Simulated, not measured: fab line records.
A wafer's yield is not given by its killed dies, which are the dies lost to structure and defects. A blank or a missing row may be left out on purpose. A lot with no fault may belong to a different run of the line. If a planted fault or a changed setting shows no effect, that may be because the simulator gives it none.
fab line records    flow n5-finfet    part 1 of 2: steps 1 to 4 of 6
record lots=18  wafers=54  last-day=16
route steps=1938 shown BEOL_M14@1731 BEOL_M15@1786 MIM_TOP@1837 PASSIVATION@1908
lots that met no fault: taken from a fault-free run of the same line
start-h: hours from the record's opening day to when the first of the lot's shown wafers began    wait-h: hours elapsed since this lot's preceding step    " repeats the value in the row above    L1.1+2: a row that stands for several wafers    - value missing, or start not given    * or withheld: withheld    < > ~ a bound
route shown NAME@n: names a module that has steps shown in the file, with the first one's number in the route    usual: mean and standard deviation over wafers with no fault    same: alike in all rows    chamber/n: place in a boat    sites: the reading at each site    _std_site: their standard deviation    _edge_site: the outer-site mean with the inner-site mean subtracted    radius-mm: how far each site lies from the wafer's centre    mask NAME#n: copy n    behind: the most recent tool/chamber to have shaped the wafer    hold: what put the lot on hold/how long, in hours/how the hold closed    device: transistor that didn't switch, given as n, p or np    end of line: the tests these same wafers got at the end of their route    where a step has no rows: the recipe by itself    killed: the dies lost at the first sort to structure and to defects; this is not the yield of the wafer    map: a wafer's dies, x killed, . not, _ none there
set.NAME: the setting as run; set.NAME@STEP: as run at that earlier step    model.NAME: the simulator's own value behind a step, which no gauge read
steps of the route over a sample of lots; a table a step, a row a wafer
services: the hour from which a tool's chamber was out of use, counted from the record's first day as start-h (under 0 if before that day), plus the number of hours and why
## steps
# step N5_BEOL_M14_VIA_ETCH_16
# recipe chemistry=C4F8/O2/Ar  target=SiO2  he-inner-torr=15  he-outer-torr=30  target-depth-a=12313  time-s=withheld  ion-energy-ev=800  pressure-mtorr=20  source-w=1905  bias-w=2040  Ar_flow_sccm=400  C4F8_flow_sccm=16  O2_flow_sccm=12  ends=cleared
# usual O2_flow_sccm=12.00/0.039  chamber-pressure-mTorr=20.000/0.019  drypump-motor-current-A=5.7/0.56  oes-product-au=0.72/0.063  rf-vpp-V=2217/60  showerhead-plenum-p-Torr=3.38/0.071  throttle-valve-pct=31.06/0.25
lot.wafer  tool         chamber  start-h  wait-h  O2_flow_sccm  chamber-pressure-mTorr  drypump-motor-current-A  oes-product-au  rf-vpp-V  showerhead-plenum-p-Torr  throttle-valve-pct
L075.4     rie-diel-05  3        246.13   0.0     11.92         19.972                  5.0                      0.81            2206      3.40                      31.10
L075.5     "            0        "        "       11.97         20.004                  5.1                      0.76            2226      3.38                      31.32
L075.6     "            3        "        "       12.03         20.014                  5.0                      0.80            2206      3.40                      31.10
L074.2     rie-diel-05  3        248.64   0.0     12.01         20.028                  5.0                      0.80            2205      3.40                      31.09
L074.3     "            2        "        "       11.95         20.026                  6.7                      0.62            2177      3.37                      31.26
L074.4     "            1        "        "       11.96         19.991                  5.8                      0.76            2276      3.34                      30.89
L078.2     rie-diel-05  0        258.63   0.0     12.09         19.988                  5.1                      0.75            2225      3.38                      31.32
L078.3     "            3        "        "       12.04         20.013                  5.0                      0.79            2205      3.39                      31.10
L078.4     "            2        "        "       11.93         20.009                  6.7                      0.62            2176      3.37                      31.26
L080.1     rie-diel-04  0        266.34   0.0     11.99         19.967                  5.9                      0.67            2152      3.28                      30.63
L080.3     "            1        "        "       11.94         20.026                  5.5                      0.74            2101      3.51                      31.03
L080.4     "            2        "        "       12.02         19.994                  5.4                      0.80            2259      3.37                      30.61
L079.1     rie-diel-05  1        271.66   0.0     12.06         19.992                  5.8                      0.75            2279      3.34                      30.87
L079.2     "            0        "        "       11.99         19.999                  5.1                      0.74            2225      3.38                      31.32
L079.6     "            1        "        "       11.99         19.973                  5.8                      0.75            2277      3.34                      30.86
L081.1     rie-diel-01  2        274.47   0.0     12.04         20.005                  5.3                      0.65            2110      3.60                      31.25
L081.3     "            3        "        "       12.01         20.012                  6.0                      0.70            2270      3.49                      31.42
L081.6     "            0        "        "       12.04         19.980                  6.3                      0.69            2276      3.47                      31.17
L083.1     rie-diel-05  3        288.28   0.0     11.95         19.999                  5.0                      0.79            2204      3.39                      31.12
L083.4     "            1        "        "       11.95         19.974                  5.8                      0.74            2277      3.33                      30.88
L083.5     "            2        "        "       12.00         20.005                  6.7                      0.62            2176      3.36                      31.28
L084.2     rie-diel-05  2        290.36   0.0     12.02         20.021                  6.7                      0.62            2176      3.36                      31.27
L084.3     "            1        "        "       11.97         19.990                  5.8                      0.74            2277      3.33                      30.87
L084.6     "            2        "        "       11.94         20.029                  6.8                      0.61            2176      3.36                      31.27
L085.2     rie-diel-05  2        294.03   0.0     12.03         20.018                  6.7                      0.61            2175      3.36                      31.27
L085.4     "            3        "        "       11.99         19.992                  5.0                      0.77            2205      3.39                      31.09
L085.5     "            1        "        "       11.98         20.041                  5.8                      0.73            2277      3.33                      30.87
L086.2     rie-diel-04  2        300.51   0.0     11.97         20.029                  5.4                      0.78            2259      3.36                      30.60
L086.3     "            3        "        "       12.01         19.969                  6.0                      0.78            2279      3.35                      30.78
L086.6     "            3        "        "       11.98         19.997                  6.0                      0.78            2279      3.35                      30.81
L089.1     rie-diel-05  0        316.97   0.0     12.00         20.027                  5.1                      0.72            2225      3.37                      31.36
L089.2     "            2        "        "       12.00         19.983                  6.7                      0.61            2174      3.36                      31.28
L089.3     "            3        "        "       12.01         19.992                  5.0                      0.76            2205      3.38                      31.12
L087.3     rie-diel-05  2        319.93   0.0     11.99         20.019                  6.8                      0.60            2175      3.36                      31.28
L087.5     "            1        "        "       12.03         20.002                  5.8                      0.73            2277      3.33                      30.88
L087.6     "            0        "        "       11.97         20.018                  5.1                      0.73            2223      3.37                      31.33
L088.1     rie-diel-01  3        332.99   0.0     12.02         19.996                  6.0                      0.69            2270      3.48                      31.45
L088.5     "            1        "        "       12.02         20.024                  5.7                      0.85            2312      3.37                      31.24
L088.6     "            0        "        "       11.93         20.005                  6.3                      0.66            2277      3.46                      31.19
L091.2     rie-diel-05  0        339.17   0.0     12.02         20.000                  5.1                      0.72            2224      3.36                      31.37
L091.5     "            2        "        "       12.05         20.005                  6.7                      0.60            2174      3.36                      31.28
L091.6     "            3        "        "       12.01         19.985                  5.0                      0.76            2203      3.38                      31.11
L093.2     rie-diel-04  3        348.39   0.0     12.04         19.992                  6.0                      0.77            2277      3.34                      30.82
L093.3     "            1        "        "       11.96         20.011                  5.5                      0.71            2100      3.49                      31.05
L093.4     "            2        "        "       12.01         19.992                  5.4                      0.76            2258      3.35                      30.62
L092.1     rie-diel-01  3        351.25   0.0     11.96         19.981                  6.0                      0.68            2272      3.48                      31.46
L092.2     "            0        "        "       11.97         20.019                  6.3                      0.66            2276      3.45                      31.19
L092.4     "            1        "        "       11.97         19.970                  5.8                      0.84            2310      3.37                      31.23
L095.2     rie-diel-05  3        360.94   0.0     11.98         20.023                  5.0                      0.75            2204      3.38                      31.13
L095.5     "            1        "        "       11.99         19.996                  5.8                      0.71            2276      3.32                      30.89
L095.6     "            0        "        "       12.02         19.981                  5.1                      0.71            2224      3.36                      31.34
L094.3     rie-diel-04  1        361.35   0.0     11.98         19.993                  5.5                      0.71            2099      3.49                      31.06
L094.4     "            3        "        "       12.08         19.997                  6.0                      0.76            2278      3.34                      30.82
L094.6     "            1        "        "       11.98         20.030                  5.4                      0.71            2100      3.49                      31.06
# step N5_BEOL_M15_DESCUM_15
# recipe chemistry=O2  time-s=7.9  source-power-w=50  bias-power-w=20  pressure-mtorr=20  rf-frequency-hz=2.712e+07  temp-c=40  o2-flow-sccm=225
# usual chamber-pressure-mTorr=20.001/0.019  drypump-motor-current-A=5.5/0.56  o2-flow-sccm=225.0/0.7  oes-product-au=0.82/0.091  rf-vpp-V=243.2/1.7  showerhead-plenum-p-Torr=2.10/0.091  throttle-valve-pct=20.43/0.21
lot.wafer  tool         chamber  start-h  wait-h  chamber-pressure-mTorr  drypump-motor-current-A  o2-flow-sccm  oes-product-au  rf-hours-counter-h  rf-vpp-V  showerhead-plenum-p-Torr  throttle-valve-pct
L075.4     rie-diel-06  0        251.67   0.0     20.001                  6.2                      225.7         0.69            -                   241.6     1.96                      20.82
L075.5     "            1        "        "       19.979                  5.4                      225.1         0.76            -                   244.2     2.18                      20.22
L075.6     "            3        "        "       20.017                  4.7                      224.5         0.81            -                   241.9     2.10                      20.48
L074.2     rie-diel-06  3        253.47   0.0     20.013                  4.7                      225.1         0.81            115                 243.7     2.10                      20.47
L074.3     "            0        "        "       20.006                  6.2                      224.8         0.70            241                 240.2     1.96                      20.82
L074.4     "            1        "        "       19.998                  5.4                      225.4         0.76            119                 244.6     2.18                      20.23
L078.2     rie-diel-03  1        264.70   0.0     20.031                  5.0                      225.0         0.84            62                  243.5     2.21                      20.17
L078.3     "            0        "        "       20.014                  6.0                      224.9         0.68            212                 243.6     2.18                      20.43
L078.4     "            2        "        "       19.969                  5.3                      225.5         0.83            -                   242.5     2.04                      20.60
L080.1     rie-diel-06  0        273.73   0.0     19.986                  6.2                      224.4         0.69            250                 241.2     1.96                      20.83
L080.3     "            1        "        "       20.003                  5.4                      226.0         0.76            128                 244.9     2.17                      20.23
L080.4     "            3        "        "       20.006                  4.8                      224.6         0.81            -                   243.1     2.10                      20.49
L079.1     rie-diel-03  1        277.86   0.0     20.023                  5.0                      226.2         0.84            68                  244.2     2.21                      20.19
L079.2     "            3        "        "       19.960                  6.5                      224.8         1.01            1                   245.5     2.24                      20.18
L079.6     "            1        "        "       19.998                  5.0                      225.7         0.84            -                   246.6     2.21                      20.19
L081.1     rie-diel-03  1        280.78   0.7     20.015                  5.0                      225.0         0.83            69                  244.6     2.21                      20.18
L081.3     "            2        "        "       20.030                  5.2                      223.9         0.82            85                  243.5     2.04                      20.62
L081.6     "            1        "        "       20.006                  5.1                      225.4         0.83            -                   244.9     2.21                      20.20
L083.1     rie-diel-03  3        294.25   0.0     19.994                  6.4                      225.8         0.98            6                   245.0     2.24                      20.18
L083.4     "            0        "        "       19.976                  6.0                      224.8         0.67            222                 244.3     2.17                      20.44
L083.5     "            3        "        "       20.013                  6.5                      225.9         0.98            -                   245.2     2.24                      20.18
L084.2     rie-diel-06  1        296.69   0.0     19.976                  5.3                      224.9         0.76            139                 243.9     2.17                      20.23
L084.3     "            2        "        "       20.020                  4.7                      224.2         0.98            -                   242.1     2.06                      20.33
L084.6     "            2        "        "       20.007                  4.7                      225.6         0.97            -                   243.3     2.06                      20.33
L085.2     rie-diel-02  0        300.19   0.0     19.966                  5.7                      225.8         0.72            180                 240.0     1.93                      20.80
L085.4     "            1        "        "       20.016                  5.4                      224.4         0.93            -                   244.2     2.06                      20.52
L085.5     "            2        "        "       20.019                  5.7                      224.3         0.80            -                   242.0     2.01                      20.50
L086.2     rie-diel-02  2        305.02   0.0     20.009                  5.6                      225.4         0.79            119                 241.4     2.01                      20.48
L086.3     "            2        "        "       19.972                  5.6                      225.1         0.79            -                   241.5     2.01                      20.48
L086.6     "            0        "        "       19.991                  5.7                      225.1         0.71            -                   238.8     1.92                      20.79
L089.1     rie-diel-03  2        325.25   0.0     20.027                  5.3                      224.8         0.80            98                  242.8     2.03                      20.64
L089.2     "            3        "        "       20.010                  6.5                      225.1         0.94            16                  244.2     2.23                      20.21
L089.3     "            1        "        "       20.003                  5.0                      225.4         0.81            83                  246.2     2.20                      20.21
L087.3     rie-diel-02  3        325.49   0.0     20.006                  6.0                      224.3         0.88            37                  244.8     2.12                      20.08
L087.5     "            3        "        "       19.998                  6.0                      225.0         0.89            -                   243.9     2.12                      20.11
L087.6     "            2        "        "       20.006                  5.7                      224.7         0.80            -                   241.4     2.01                      20.51
L088.1     rie-diel-06  3        337.20   0.0     20.017                  4.7                      225.2         0.80            138                 244.1     2.09                      20.51
L088.5     "            3        "        "       19.994                  4.7                      224.6         0.79            -                   242.8     2.09                      20.52
L088.6     "            2        "        "       19.979                  4.7                      224.9         0.93            -                   243.0     2.05                      20.34
L091.2     rie-diel-02  3        343.90   0.0     19.983                  6.0                      225.0         0.88            44                  243.5     2.12                      20.12
L091.5     "            2        "        "       20.011                  5.7                      226.1         0.78            -                   240.5     2.01                      20.50
L091.6     "            3        "        "       19.999                  6.0                      226.8         0.88            -                   243.4     2.12                      20.12
L093.2     rie-diel-06  3        354.03   0.0     20.003                  4.7                      224.9         0.78            143                 243.5     2.09                      20.50
L093.3     "            1        "        "       19.998                  5.4                      225.8         0.75            153                 244.3     2.16                      20.27
L093.4     "            2        "        "       19.987                  4.7                      223.4         0.91            25                  240.9     2.05                      20.36
L092.1     rie-diel-03  2        357.77   0.0     20.025                  5.2                      225.1         0.79            108                 241.6     2.03                      20.65
L092.2     "            0        "        "       19.991                  5.9                      226.1         0.66            243                 245.4     2.17                      20.47
L092.4     "            0        "        "       19.970                  5.9                      224.8         0.66            -                   244.0     2.17                      20.47
L095.2     rie-diel-03  2        366.17   0.0     19.993                  5.3                      224.7         0.79            111                 242.2     2.03                      20.67
L095.5     "            3        "        "       19.998                  6.5                      225.1         0.92            -                   246.6     2.23                      20.24
L095.6     "            2        "        "       20.008                  5.3                      226.4         0.79            -                   241.8     2.03                      20.67
L094.3     rie-diel-06  2        368.15   0.3     20.002                  4.7                      225.0         0.89            29                  243.2     2.05                      20.38
L094.4     "            3        "        "       20.011                  4.8                      224.9         0.79            148                 242.5     2.09                      20.54
L094.6     "            3        "        "       20.014                  4.7                      224.7         0.78            -                   242.3     2.09                      20.54
# step N5_BEOL_M15_STRIP_63
# recipe chemistry=O2  power-w=600  temp-c=60  pressure-mtorr=30  rf-frequency-hz=6e+07  bias-power-w=0  overash-fraction=0.3  o2-flow-sccm=225
# usual chamber-pressure-mTorr=30.00/0.046  drypump-motor-current-A=5.5/0.56  o2-flow-sccm=225.0/0.7  oes-product-au=0.82/0.091  rf-vpp-V=3.6/0.71  showerhead-plenum-p-Torr=2.10/0.092  throttle-valve-pct=16.67/0.23
lot.wafer  tool         chamber  start-h  wait-h  chamber-pressure-mTorr  drypump-motor-current-A  o2-flow-sccm  oes-product-au  rf-hours-counter-h  rf-vpp-V  showerhead-plenum-p-Torr  throttle-valve-pct
L075.4     rie-diel-06  0        -        -       29.98                   6.2                      225.0         0.69            -                   3.7       1.97                      17.09
L075.5     "            1        "        "       30.03                   5.4                      227.3         0.77            -                   4.5       2.18                      16.47
L075.6     "            3        "        "       30.03                   4.7                      225.1         0.80            -                   3.9       2.10                      16.77
L074.2     rie-diel-06  3        -        -       30.03                   4.7                      224.9         0.81            116                 4.3       2.10                      16.72
L074.3     "            0        "        "       29.94                   6.3                      224.2         0.69            241                 2.7       1.97                      17.10
L074.4     "            1        "        "       30.07                   5.4                      225.5         0.77            120                 3.5       2.18                      16.50
L078.2     rie-diel-03  1        -        -       30.02                   5.0                      224.4         0.84            62                  3.1       2.21                      16.39
L078.3     "            0        "        "       30.02                   6.0                      225.1         0.69            212                 3.8       2.18                      16.74
L078.4     "            2        "        "       30.07                   5.3                      225.1         0.83            -                   3.6       2.04                      16.86
L080.1     rie-diel-06  0        -        -       30.05                   6.2                      224.6         0.69            250                 3.9       1.96                      17.13
L080.3     "            1        "        "       30.01                   5.4                      225.6         0.76            128                 4.2       2.18                      16.51
L080.4     "            3        "        "       29.98                   4.7                      226.0         0.81            -                   2.4       2.10                      16.76
L079.1     rie-diel-03  1        -        -       29.96                   5.0                      224.8         0.83            68                  4.9       2.21                      16.43
L079.2     "            3        "        "       29.89                   6.5                      224.9         1.02            2                   3.5       2.24                      16.36
L079.6     "            1        "        "       29.99                   5.0                      225.2         0.84            -                   4.0       2.21                      16.42
L081.1     rie-diel-03  1        -        -       30.00                   5.0                      224.8         0.83            69                  2.7       2.21                      16.41
L081.3     "            2        "        "       30.02                   5.3                      223.5         0.82            86                  3.3       2.04                      16.88
L081.6     "            1        "        "       29.98                   5.0                      225.2         0.82            -                   3.6       2.21                      16.43
L083.1     rie-diel-03  3        -        -       30.06                   6.5                      225.2         0.99            7                   2.5       2.24                      16.38
L083.4     "            0        "        "       30.05                   6.0                      224.8         0.68            222                 3.2       2.18                      16.74
L083.5     "            3        "        "       30.09                   6.5                      225.7         0.99            -                   3.8       2.24                      16.38
L084.2     rie-diel-06  1        -        -       29.99                   5.4                      224.6         0.74            139                 3.1       2.17                      16.52
L084.3     "            2        "        "       29.89                   4.7                      224.6         0.96            -                   3.5       2.06                      16.51
L084.6     "            2        "        "       29.96                   4.7                      223.4         0.97            -                   2.9       2.06                      16.53
L085.2     rie-diel-02  0        -        -       29.89                   5.7                      225.2         0.71            180                 3.9       1.93                      17.06
L085.4     "            1        "        "       29.96                   5.5                      225.2         0.91            -                   4.4       2.07                      16.72
L085.5     "            2        "        "       30.05                   5.7                      224.7         0.80            -                   3.3       2.02                      16.70
L086.2     rie-diel-02  2        -        -       30.02                   5.6                      225.3         0.79            119                 3.3       2.02                      16.69
L086.3     "            2        "        "       29.91                   5.6                      224.3         0.80            -                   3.0       2.02                      16.69
L086.6     "            0        "        "       30.00                   5.7                      225.7         0.73            -                   4.8       1.93                      17.06
L089.1     rie-diel-03  2        -        -       29.95                   5.3                      225.1         0.81            98                  2.9       2.04                      16.87
L089.2     "            3        "        "       30.03                   6.5                      225.1         0.95            17                  4.3       2.24                      16.40
L089.3     "            1        "        "       29.88                   5.0                      224.5         0.82            83                  3.1       2.21                      16.45
L087.3     rie-diel-02  3        -        -       29.97                   6.0                      225.9         0.89            38                  3.6       2.13                      16.35
L087.5     "            3        "        "       29.99                   6.0                      225.5         0.88            -                   4.2       2.13                      16.33
L087.6     "            2        "        "       30.00                   5.6                      226.1         0.79            -                   3.4       2.02                      16.70
L088.1     rie-diel-06  3        -        -       29.97                   4.8                      225.9         0.79            138                 3.3       2.10                      16.79
L088.5     "            3        "        "       29.98                   4.7                      225.4         0.79            -                   3.3       2.10                      16.78
L088.6     "            2        "        "       30.01                   4.8                      225.8         0.92            -                   3.8       2.05                      16.56
L091.2     rie-diel-02  3        -        -       29.92                   6.0                      223.8         0.88            44                  3.0       2.12                      16.37
L091.5     "            1        "        "       30.00                   5.4                      224.9         0.90            -                   2.3       2.06                      16.77
L091.6     "            3        "        "       29.98                   6.0                      223.6         0.88            -                   4.9       2.12                      16.34
L093.2     rie-diel-06  3        -        -       29.92                   4.8                      225.4         0.78            143                 2.8       2.09                      16.80
L093.3     "            1        "        "       29.99                   5.4                      225.0         0.74            153                 3.0       2.17                      16.56
L093.4     "            2        "        "       30.02                   4.8                      224.5         0.90            25                  3.3       2.05                      16.55
L092.1     rie-diel-03  2        -        -       29.99                   5.3                      225.9         0.80            108                 3.2       2.03                      16.90
L092.2     "            0        "        "       29.99                   6.0                      225.4         0.66            243                 2.1       2.17                      16.78
L092.4     "            0        "        "       29.96                   5.9                      225.2         0.66            -                   5.2       2.17                      16.80
L095.2     rie-diel-03  2        -        -       30.01                   5.3                      225.1         0.79            112                 4.0       2.03                      16.92
L095.5     "            3        "        "       30.06                   6.4                      225.2         0.91            -                   3.1       2.23                      16.41
L095.6     "            2        "        "       30.11                   5.3                      226.3         0.78            -                   3.7       2.03                      16.91
L094.3     rie-diel-06  2        -        -       30.02                   4.8                      224.6         0.89            29                  4.8       2.05                      16.57
L094.4     "            3        "        "       29.94                   4.7                      224.7         0.78            148                 3.7       2.09                      16.83
L094.6     "            3        "        "       29.95                   4.7                      224.5         0.77            -                   3.8       2.09                      16.80
# step N5_MIM_TOP_DEGAS_04
# recipe ambient=vacuum  temp-c=300  time-s=60
# usual heater-power-w=471/48
lot.wafer  tool            chamber  start-h  wait-h  heater-power-w
L075.4     pvd-sputter-01  -        262.26   -       519
L075.5     "               -        "        "       510
L075.6     "               -        "        "       544
L074.2     pvd-sputter-01  -        263.18   -       505
L074.3     "               -        "        "       556
L074.4     "               -        "        "       413
L078.2     pvd-sputter-01  -        275.12   -       448
L078.3     "               -        "        "       425
L078.4     "               -        "        "       502
L080.1     pvd-sputter-02  -        282.07   -       487
L080.3     "               -        "        "       419
L080.4     "               -        "        "       458
L079.1     pvd-sputter-03  -        287.02   -       525
L079.2     "               -        "        "       477
L079.6     "               -        "        "       489
L081.1     pvd-sputter-03  -        294.30   -       529
L081.3     "               -        "        "       477
L081.6     "               -        "        "       551
L083.1     pvd-sputter-01  -        301.96   -       519
L083.4     "               -        "        "       422
L083.5     "               -        "        "       418
L084.2     pvd-sputter-01  -        307.16   -       554
L084.3     "               -        "        "       518
L084.6     "               -        "        "       508
L085.2     pvd-sputter-02  -        312.98   -       441
L085.4     "               -        "        "       477
L085.5     "               -        "        "       430
L086.2     pvd-sputter-02  -        313.10   -       452
L086.3     "               -        "        "       426
L086.6     "               -        "        "       479
L089.1     pvd-sputter-01  -        334.59   -       450
L089.2     "               -        "        "       555
L089.3     "               -        "        "       435
L087.3     pvd-sputter-02  -        335.26   -       397
L087.5     "               -        "        "       452
L087.6     "               -        "        "       433
L088.1     pvd-sputter-02  -        345.96   -       479
L088.5     "               -        "        "       414
L088.6     "               -        "        "       476
L091.2     pvd-sputter-03  -        354.38   -       525
L091.5     "               -        "        "       459
L091.6     "               -        "        "       538
L093.2     pvd-sputter-03  -        365.59   -       556
L093.3     "               -        "        "       510
L093.4     "               -        "        "       480
L092.1     pvd-sputter-01  -        366.39   -       451
L092.2     "               -        "        "       549
L092.4     "               -        "        "       506
L095.2     pvd-sputter-03  -        374.04   -       476
L095.5     "               -        "        "       530
L095.6     "               -        "        "       483
L094.3     pvd-sputter-03  -        378.88   -       470
L094.4     "               -        "        "       551
L094.6     "               -        "        "       513
